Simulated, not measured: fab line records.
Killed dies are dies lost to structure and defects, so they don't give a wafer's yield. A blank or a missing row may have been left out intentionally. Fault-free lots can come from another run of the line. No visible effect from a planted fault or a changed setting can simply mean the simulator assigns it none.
Chamber matching	flow nand-harc	NHARC_P_GATE_DESCUM_93 on rie-diel-10 has 4 sister chambers
The step chemistry O2, time 3 s. 4 wafers are shown with their chamber, then 12 later ones without.

== WAFERS, EACH WITH ITS CHAMBER ==
wafer	chamber	drypump-motor-current-A (A)
L086.6	0	5.8
L088.1	2	4.9
L088.2	1	5.9
L088.4	3	5.1

== WAFERS MISSING THEIR CHAMBER ==
wafer	drypump-motor-current-A (A)
L091.3	5.8
L091.4	5.0
L091.6	5.9
L092.1	5.0
L092.4	5.8
L092.5	5.1
L095.1	5.9
L095.4	4.9
L095.6	5.9
L096.4	5.8
L096.5	4.9
L096.6	5.9

== CHAMBER TAKEN BY EACH ==
wafer	from the rows above	in truth
L091.3	0	0
L091.4	can't be placed: 2 or 3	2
L091.6	1	1
L092.1	can't be placed: 2 or 3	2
L092.4	0	0
L092.5	3	3
L095.1	1	1
L095.4	2	2
L095.6	1	1
L096.4	0	0
L096.5	2	2
L096.6	1	1
10 of 12 placed correctly. Can't be placed from these rows: 2 (the true chamber is among the candidates in 2). Wrongly placed: 0.
How it was worked out, from the rows above alone: a wafer's distance from a chamber is the root of the sum, over the readings, of the square of ((its reading less the chamber's mean) divided by the reading's scatter). The wafer belongs to the nearest chamber; if the next one is less than 2 further off, it can't be placed. A chamber's mean is the mean of its shown wafers. The scatter: root of mean squared gap, hidden wafer to nearest shown wafer, with one shown wafer a chamber.
